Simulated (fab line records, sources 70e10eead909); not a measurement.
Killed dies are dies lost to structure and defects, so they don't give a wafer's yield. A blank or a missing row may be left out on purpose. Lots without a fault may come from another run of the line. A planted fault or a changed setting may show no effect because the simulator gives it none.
Chamber matching | flow nand_harc | NHARC_P_M1_ETCH_35 on rie_diel-12: 4 sister chambers
The step etches the open film in N2/H2, target depth 40 nm, overetch 12 nm, time 43.94 s. 8 wafers are shown with their chamber, then 7 later ones without.

WAFERS WITH THEIR CHAMBER
wafer  | chamber | showerhead_plenum_p_Torr (Torr) | drypump_motor_current_A (A)
L078.4 | 0       | 2.12                            | 6.5
L078.5 | 0       | 2.12                            | 6.5
L079.5 | 3       | 1.98                            | 6.1
L087.4 | 1       | 2.02                            | 5.1
L087.5 | 2       | 1.99                            | 5.7
L087.6 | 1       | 2.02                            | 5.1
L095.1 | 3       | 1.97                            | 6.0
L095.2 | 2       | 1.99                            | 5.7

WAFERS WITHOUT THEIR CHAMBER
wafer  | showerhead_plenum_p_Torr (Torr) | drypump_motor_current_A (A)
L095.5 | 2.01                            | 5.1
L096.1 | 1.97                            | 6.1
L096.3 | 1.99                            | 5.7
L096.6 | 1.99                            | 5.7
L097.1 | 1.99                            | 5.7
L097.2 | 2.12                            | 6.5
L097.4 | 1.97                            | 6.0

WHICH CHAMBER EACH WENT THROUGH
wafer  | from the rows above | in truth
L095.5 | 1                   | 1
L096.1 | 3                   | 3
L096.3 | 2                   | 2
L096.6 | 2                   | 2
L097.1 | 2                   | 2
L097.2 | 0                   | 0
L097.4 | 3                   | 3
Placed correctly: 7 of 7. Can't be placed from these rows: 0. Placed wrongly: 0.
How it was worked out, from the rows above alone: a wafer's distance from a chamber is the root of the sum, over the readings, of the square of ((its reading less the chamber's mean) divided by the reading's scatter). The wafer belongs to the nearest chamber; if the next one is less than 2 further off, it can't be placed. A chamber's mean is the mean of its shown wafers. The scatter: the root of (the sum of the squares of (reading less its chamber's mean) over the shown wafers, divided by (wafers less chambers)).
